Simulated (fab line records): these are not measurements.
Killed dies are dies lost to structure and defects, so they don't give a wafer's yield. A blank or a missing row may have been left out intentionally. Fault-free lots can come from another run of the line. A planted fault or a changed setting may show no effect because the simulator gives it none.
Split-lot trial | flow n5_finfet | on a route of 1938 steps: 7 lots, 21 wafers read

THE SPLIT ITSELF
At N5_DUMMY_GATE_PECVD_30 (deposits SiO2 from TEOS/O2, target thk 55 nm, time 10.8 s), the setting time_s was moved away from the recipe's 10.8 s on 10 of the 21 wafers read, by -10.7% to +13.0%. For the rest of the wafers, this setting stayed at what the recipe calls for.

FROM THE SPLIT TO THE READING: what the file shows between them, 12 steps
- N5_DUMMY_GATE_COAT_09: resist thk 30 nm (also split here: spin_rpm)
- N5_DUMMY_GATE_EBR_11
- N5_DUMMY_GATE_SOFTBAKE_10: time 60 s
- N5_DUMMY_GATE_EXPOSE_12: exposes mask GATE, target cd 25 nm
- N5_DUMMY_GATE_PEB_13: peb time 60 s
- N5_DUMMY_GATE_DEVELOP_14: develop time 30 s
- N5_DUMMY_GATE_DESCUM_20: chemistry O2, time 6.2 s
- N5_DUMMY_GATE_ETCH_29: etches underlayer in N2/H2, target depth 13 nm
- N5_DUMMY_GATE_ETCH_36: etches SiARC in CF4, target depth 13 nm
- N5_DUMMY_GATE_ETCH_31: etches SiO2 in C4F6/O2, target depth 82.5 nm, time 27.5 s
- N5_DUMMY_GATE_STRIP_41: strips in O2
- N5_DUMMY_GATE_HM_OPEN_21: chemistry CH3F/O2, target SiNx, target depth 120 nm, time 171.4 s

THE READING
SiO2_of_DUMMY_GATE_PECVD_30.thk_nm (the simulator's own value, which no gauge read), in nm, at N5_DUMMY_GATE_ETCH_32 (etches SiO2 in CF4, target depth 3.5 nm, time 3.9 s). The file gives no usual value for it. Average 41.5 nm, standard deviation 1 nm, over the 11 wafers here run with the recipe.

wafer  | tool, chamber at the split | time_s as run, s | against the recipe | SiO2_of_DUMMY_GATE_PECVD_30.thk_nm, nm | against lot-mates on the recipe
L079.3 | pecvd-01, 2                | 10.8             | recipe             | 41.6                                   | -
L079.4 | pecvd-01, 1                | 11.68            | +8.1%              | 47.4                                   | +5.2
L079.5 | pecvd-01, 1                | 10.8             | recipe             | 42.8                                   | -
L087.2 | pecvd-01, 2                | 12.13            | +12.3%             | 48.8                                   | +5.9
L087.4 | pecvd-01, 1                | 10.8             | recipe             | 43.2                                   | -
L087.5 | pecvd-01, 0                | 10.8             | recipe             | 42.6                                   | -
L089.2 | pecvd-03, 2                | 9.649            | -10.7%             | 34.6                                   | no lot-mate on the recipe
L089.5 | pecvd-03, 1                | 9.649            | -10.7%             | 36.4                                   | no lot-mate on the recipe
L089.6 | pecvd-03, 2                | 9.649            | -10.7%             | 35.6                                   | no lot-mate on the recipe
L091.1 | pecvd-04, 0                | 11.27            | +4.4%              | 42.6                                   | +2.2
L091.4 | pecvd-04, 1                | 10.8             | recipe             | 40.4                                   | -
L091.6 | pecvd-04, 0                | 11.27            | +4.4%              | 44.4                                   | +4.0
L093.2 | pecvd-04, 2                | 12.2             | +13.0%             | 46.6                                   | no lot-mate on the recipe
L093.5 | pecvd-04, 2                | 12.2             | +13.0%             | 48.4                                   | no lot-mate on the recipe
L093.6 | pecvd-04, 1                | 12.2             | +13.0%             | 49                                     | no lot-mate on the recipe
L094.3 | pecvd-04, 1                | 10.8             | recipe             | 40.4                                   | -
L094.4 | pecvd-04, 0                | 10.8             | recipe             | 41.2                                   | -
L094.5 | pecvd-04, 1                | 10.8             | recipe             | 42.4                                   | -
L097.1 | pecvd-03, 1,0              | 10.8             | recipe             | 41.2                                   | -
L097.3 | pecvd-03, 0                | 10.8             | recipe             | 40.2                                   | -
L097.5 | pecvd-03, 1,0              | 10.8             | recipe             | 41                                     | -
When a row names more than one chamber, that row covers several wafers, and the file does not tell which wafer ran in which chamber.

FIT RESULTS
A straight line over all 21 wafers: SiO2_of_DUMMY_GATE_PECVD_30.thk_nm changes by +0.545 nm for each +1% of time_s; r = +0.97; the points scatter about the line by 1.1 nm.
The same after taking each lot's own level away (the mean of its wafers on the recipe; 15 wafers): +0.544 nm for each +1%; r = +0.94; scatter 0.75 nm.
The reading moves by 7.1 nm for the largest change in time_s, on that fit.
The span of the lots' own levels, 40.40 to 42.90 nm, comes to 2.5 times the standard deviation stated above.
Consequently the slope shifts little with the lot-to-lot level, the two slopes agreeing.
Check: with one of the wafers moved furthest among these (+12.3%) left out of the fit, the line predicts +8.17 nm for it against its lot-mates. Against them it came out at +5.9 nm.

FURTHER SPLITS ON THESE WAFERS
Other splits were also applied to these wafers ahead of the reading. Each is held against what the fit with the lots' levels taken away leaves over:
other split on the same wafers            | wafers away from the commonest value | r with SiO2_of_DUMMY_GATE_PECVD_30.thk_nm (lot level and that fit taken away)
N5_ZERO_LAYER_PECVD_02 time_s             | 4                                    | -0.04
N5_ZERO_LAYER_ETCH_18 icp_w               | 6                                    | +0.21
N5_PMOS_HMC_CHANNEL_EPI_EXPOSE_06 dose_mj | 8                                    | -0.04
N5_PMOS_HMC_CHANNEL_EPI_PEB_07 peb_time_s | 4                                    | -0.45
N5_FIN_SAQP_ETCH_65 time_s                | 6                                    | +0.26
N5_DUMMY_GATE_COAT_09 spin_rpm            | 6                                    | +0.05

THE WHOLE CHAIN: every reading that the file lists as answering this split, in the file's order
step                     | what it does                                                      | reading                                                                             | change (the file's fit)               | r (the file's)
N5_DUMMY_GATE_PECVD_30   | deposits SiO2 from TEOS/O2, target thk 55 nm, time 10.8 s         | SiO2_of_DUMMY_GATE_PECVD_30.thk_nm (the simulator's own value, which no gauge read) | +0.516 nm for each +1% of the setting | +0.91
N5_DUMMY_GATE_HM_OPEN_21 | chemistry CH3F/O2, target SiNx, target depth 120 nm, time 171.4 s | SiO2_of_DUMMY_GATE_PECVD_30.thk_nm (the simulator's own value, which no gauge read) | +0.532 nm for each +1% of the setting | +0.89
N5_DUMMY_GATE_ETCH_32    | etches SiO2 in CF4, target depth 3.5 nm, time 3.9 s               | SiO2_of_DUMMY_GATE_PECVD_30.thk_nm (the simulator's own value, which no gauge read) | +0.542 nm for each +1% of the setting | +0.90

THE FILE'S OWN FIT
SiO2_of_DUMMY_GATE_PECVD_30.thk_nm changes by +0.542 nm for each +1% of time_s, r = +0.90.
